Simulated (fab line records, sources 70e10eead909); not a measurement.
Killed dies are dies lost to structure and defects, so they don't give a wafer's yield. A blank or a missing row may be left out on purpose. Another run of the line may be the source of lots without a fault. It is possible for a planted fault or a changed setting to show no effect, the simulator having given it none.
Which tool is to blame? ; flow nand_harc ; 15 lots, 45 wafers sampled, at 2 steps of a route of 1302

== WHAT EACH GAUGE READ, for each wafer ==
NHARC_P_M0_THK_MEAS_24: measures by xrf. Usual: thk_nm reads 117.6 nm (standard deviation 1.2).
lot;measured;on;thk_nm (nm);flag
L672;day 6 04:02;film_metro-01;118.5 119.3 118.4;
L673;day 6 16:37;film_metro-02;117.9 118.1 117.8;
L674;day 7 01:04;film_metro-02;119.2 115.6 117.0;
L676;day 7 13:21;film_metro-01;118.0 116.5 116.9;
L678;day 8 19:04;film_metro-02;116.1 117.9 116.0;
L679;day 9 01:13;film_metro-02;115.9 117.9 115.1;
L680;day 9 14:14;film_metro-01;117.0 116.5 116.8;
L681;day 10 02:19;film_metro-02;119.2 116.9 117.0;
L682;day 10 10:34;film_metro-02;117.6 114.9 120.1;
L683;day 10 15:32;film_metro-02;117.3 119.3 117.6;
L684;day 11 05:46;film_metro-02;119.9 116.9 116.8;
L685;day 11 09:29;film_metro-02;116.1 116.4 117.4;
L693;day 14 20:17;film_metro-01;118.7 119.2 116.0;
L694;day 15 07:14;film_metro-02;118.1 118.0 116.2;
L695;day 15 19:23;film_metro-01;117.6 118.3 117.3;

NHARC_P_M1_INSPECT_11. Usual: raw_defect_count reads 4.5 (standard deviation 2.4).
lot;measured;on;raw_defect_count;flag
L672;day 6 05:42;defect_inspect-02;0 3 4;
L673;day 6 18:17;defect_inspect-01;2 3 1;
L674;day 7 02:35;defect_inspect-01;4 4 2;
L676;day 7 14:58;defect_inspect-01;2 9 6;
L678;day 8 20:44;defect_inspect-02;3 4 5;
L679;day 9 02:53;defect_inspect-02;8 4 4;
L680;day 9 15:46;defect_inspect-02;6 8 3;
L681;day 10 04:02;defect_inspect-01;5 5 5;
L682;day 10 12:18;defect_inspect-02;4 5 5;
L683;day 10 17:05;defect_inspect-02;1 10 7;
L684;day 11 07:26;defect_inspect-02;2 3 6;
L685;day 11 11:08;defect_inspect-02;5 6 9;
L693;day 14 21:50;defect_inspect-01;8 3 4;
L694;day 15 08:56;defect_inspect-02;4 2 6;
L695;day 15 21:03;defect_inspect-01;2 3 7;

== WHAT TOOL EACH LOT RAN ON (gives the tool, then ch and the chambers of the sampled wafers, and finally the start) ==
The record holds no process step before these readings.

== WHAT THE TOOLS THEMSELVES READ (means of the sampled wafers that have a number; where no wafer has one, the mark that the record gives instead) ==
The record holds no such reading with a usual standard deviation.

== THE ANSWER, worked out from the rows above alone ==
Rule: a lot is off if the mean of its wafers that have a number lies more than 3 standard deviations from the usual mean. Also off: a lot with no number at a reading for which 4 or more lots have one. Any other lot the step has rows for is counted as sound. Order of review: gauges by route order, followed by the tools' own readings, for which a lot's mean as printed above is used. The first step at which some lot is off is used, and at that step the reading that is off furthest; a lot without a number counts as furthest.
Across all readings shown, no lot is off: no conclusion can be drawn from this.

== WHAT THE SIMULATOR HAD PUT IN ==
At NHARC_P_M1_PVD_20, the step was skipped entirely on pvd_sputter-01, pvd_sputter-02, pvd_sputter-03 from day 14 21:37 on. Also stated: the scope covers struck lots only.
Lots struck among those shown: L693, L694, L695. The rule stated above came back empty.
